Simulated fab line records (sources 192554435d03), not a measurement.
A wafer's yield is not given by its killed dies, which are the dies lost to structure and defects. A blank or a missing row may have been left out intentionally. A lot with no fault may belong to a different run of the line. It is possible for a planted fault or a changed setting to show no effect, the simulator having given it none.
Comparing a struck lot with a sound one + flow n5 finfet + 16 steps out of a route of 1938
Sound: wafers L939.3, L939.5, L939.6. The struck wafers were L928.2, L928.4, L928.6. The cause is named last.
Order at every step that has rows: each side's tool, ch and its chambers, its first start. Under that, the readings that differ: sound wafers + struck wafers + difference of the means + sigmas: that difference in standard deviations of wafers without a fault.
alike: same words and numbers on both sides, and readings whose means sit less than 2 such deviations apart. not compared: any withheld reading, any reading some wafer has no value for, any bound like >300 that may hide the same value, and any number with overlapping values for which the record gives no deviation.
A row with sigmas, a row that says differs or no value, or rows on one side alone: a step with any of these is where the two part. When numbers do not overlap yet have no deviation, they are printed without sigmas and do not part them. Lack of a reading on every wafer of one side parts them only where that side has two or more wafers.

first, 3 steps without rows for these wafers: N5_SDB_PRECLEAN_38 (cleans in dHF, time 10 s); N5_SDB_PRECLEAN_39 (cleans in O3/DIW, time 45 s); N5_SDB_SRD_28 (time 30 s).
N5_SDB_ALD_29: deposits SiNx, target thk 30 nm, pulse time 1 s, ald cycles 600.
  sound on ald sin-04 ch 0,1, day 7 18:27; struck on ald sin-04 ch 0,2, day 4 23:25
  alike: heater power w, precursor pulse height rel
N5_SDB_CMP_30: polishes, stops on poly-Si, t overpolish 1.54 s, target thk 30 nm.
  sound on cmp-02 ch 0,2,3, day 7 21:16; struck on cmp-02 ch 0,1,2, day 5 02:11
  alike: motor current A, overpolish run s, time to endpoint s
N5_SDB_THK_MEAS_31:
  sound on film metro-02 at day 7 21:29; struck on film metro-01 at day 5 02:26
  alike: SDB_THK
N5_SDB_INSPECT_36: inspects for defects (darkfield).
  sound on defect inspect-01 at day 7 21:31; struck on defect inspect-01 at day 5 02:28
| reading          | sound    | struck   | difference | sigmas |
|------------------|----------|----------|------------|--------|
| raw defect count | 24 19 18 | 79 82 67 | +56        | +3     |
N5_DUMMY_REMOVAL_HM_STRIP_01: strips SiNx in CH3F/O2, stops on poly-Si, target depth 4 nm, time 6.8 s.
  sound on rie diel-05 ch 0,1, day 7 21:32; struck on rie diel-04 ch 1,2,3, day 5 02:31
  alike: O2_flow_sccm, drypump motor current A, mfc ar sccm, oes product au, rf vpp V, showerhead plenum p Torr, throttle valve pct
  not compared: rf hours counter h
N5_DUMMY_REMOVAL_STRIP_10: strips in N2/H2, time 40 s.
  sound on rie diel-05 ch 0,1, day 7 21:35; struck on rie diel-04 ch 1,2,3, day 5 02:32
  alike: drypump motor current A, oes product au, rf vpp V, showerhead plenum p Torr, throttle valve pct
  not compared: rf hours counter h
then, 2 steps without rows for these wafers: N5_DUMMY_REMOVAL_PRECLEAN_07 (cleans in dHF, time 30 s); N5_DUMMY_REMOVAL_DUMMY_REMOVE_02 (chemistry TMAH, target poly-Si, stops on SiO2, target depth 142 nm, time 57 s, rinse time 30 s).
N5_DUMMY_REMOVAL_INSPECT_06: inspects for defects (brightfield).
  sound on defect inspect-01 at day 7 21:44; struck on defect inspect-02 at day 5 02:42
  alike: raw defect count
N5_DUMMY_REMOVAL_PRECLEAN_08: cleans in NF3:NH3, afs cycles 2, time 20 s, sublimation time 60 s.
  sound on remote plasma-01 ch 0, day 7 21:50; struck on remote plasma-02 ch 0, day 5 02:46
| reading    | sound             | struck            | difference | sigmas |
|------------|-------------------|-------------------|------------|--------|
| temp c (C) | 30.06 29.91 30.02 | 29.00 29.03 28.97 | -1.00      | -9     |
then, 1 step without rows for these wafers: N5_DUMMY_REMOVAL_PRECLEAN_04 (cleans in DHF, time 37 s).
-- the record jumps here: 3 days lie between the struck wafers' starts before and after (it left off in module DUMMY_REMOVAL and takes up again in module BEOL_M4, whose first step shown is number 1111 of the route) --
N5_BEOL_M4_RC_MEAS_101:
  sound on prober-02 ch 0, day 11 14:20; struck on prober-01 ch 0, day 8 13:40
  alike: DIBL_N, DIBL_P, IOFF_N, IOFF_P, ION_N, ION_P, SS_N, SS_P, VT_N, VT_P
-- here the record skips 4 days between the struck wafers' starts before and after, leaving off in module BEOL_M4 and picking up in module PASSIVATION (first step shown: number 1936 of the route) --
N5_PASSIVATION_PROBE_49:
  sound on prober-02 at day 16 06:32; struck on prober-02 at day 12 22:15
  alike: defect limited yield, killed_at_M0_to_M3, killed_at_M4_up, killed at contacts, killed at front end, killed at other, killed dies, killed open, killed short, sort_bin_5_function, sort_bin_6_memory, sort n pass, sort yield pct

## WHERE THEY PART
Last at N5_DUMMY_REMOVAL_PRECLEAN_08 as far as this record goes, first at N5_SDB_INSPECT_36. Later steps at which nothing parts them and some readings are alike: N5_BEOL_M4_RC_MEAS_101, N5_PASSIVATION_PROBE_49.

WHY: the cause the simulator had injected
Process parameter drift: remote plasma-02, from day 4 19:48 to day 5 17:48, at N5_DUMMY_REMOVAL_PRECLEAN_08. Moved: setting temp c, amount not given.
